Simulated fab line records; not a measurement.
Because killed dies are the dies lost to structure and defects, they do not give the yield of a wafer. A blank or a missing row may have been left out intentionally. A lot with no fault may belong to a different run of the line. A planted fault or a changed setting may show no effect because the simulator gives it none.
Chamber matching / flow nand harc / NHARC_P_STI_ETCH_15 on rie si-06 has 4 sister chambers
The step etches the open film in HBr/Cl2, target depth 300 nm, time 100.1 s. 8 wafers are shown with their chamber, then 7 later ones without.

## WAFERS PAIRED WITH THEIR CHAMBERS
wafer=L999.5; chamber=2; drypump motor current A (A)=5.9; oes product au (a.u.)=0.999
wafer=L999.6; chamber=3; drypump motor current A (A)=5.0; oes product au (a.u.)=1.027
wafer=L101.1; chamber=3; drypump motor current A (A)=5.0; oes product au (a.u.)=1.021
wafer=L103.3; chamber=0; drypump motor current A (A)=5.9; oes product au (a.u.)=0.974
wafer=L103.4; chamber=1; drypump motor current A (A)=5.7; oes product au (a.u.)=1.012
wafer=L103.6; chamber=2; drypump motor current A (A)=6.0; oes product au (a.u.)=0.994
wafer=L109.1; chamber=1; drypump motor current A (A)=5.8; oes product au (a.u.)=1.009
wafer=L109.4; chamber=0; drypump motor current A (A)=6.0; oes product au (a.u.)=1.002

## WAFERS WITHOUT THEIR CHAMBER
wafer=L109.5; drypump motor current A (A)=5.9; oes product au (a.u.)=0.996
wafer=L113.1; drypump motor current A (A)=5.8; oes product au (a.u.)=1.008
wafer=L113.2; drypump motor current A (A)=5.0; oes product au (a.u.)=1.009
wafer=L113.4; drypump motor current A (A)=5.9; oes product au (a.u.)=1.007
wafer=L116.2; drypump motor current A (A)=5.9; oes product au (a.u.)=1.004
wafer=L116.3; drypump motor current A (A)=5.1; oes product au (a.u.)=0.999
wafer=L116.6; drypump motor current A (A)=6.0; oes product au (a.u.)=0.995

## WHICH CHAMBER EACH WENT THROUGH
wafer=L109.5; from the rows above=can't be placed: 2 or 0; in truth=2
wafer=L113.1; from the rows above=can't be placed: 1 or 2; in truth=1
wafer=L113.2; from the rows above=3; in truth=3
wafer=L113.4; from the rows above=can't be placed: 2 or 0 or 1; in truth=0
wafer=L116.2; from the rows above=can't be placed: 2 or 0 or 1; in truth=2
wafer=L116.3; from the rows above=3; in truth=3
wafer=L116.6; from the rows above=can't be placed: 2 or 0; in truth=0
Correctly placed: 2 of 7. Unplaceable from these rows: 5, with the true chamber sitting among the candidates in 5. Number placed wrongly: 0.
How it was worked out, from the rows above alone: a wafer's distance from a chamber is the root of the sum, over the readings, of the square of ((its reading less the chamber's mean) divided by the reading's scatter). If the next closest chamber is less than 2 further off than the closest, the wafer can't be placed; otherwise it belongs to the closest. For every chamber, the mean is computed from those of its wafers that are shown. The scatter: take each reading less its chamber's mean, square it, sum over the shown wafers, divide by the number of wafers less the number of chambers, and take the root.
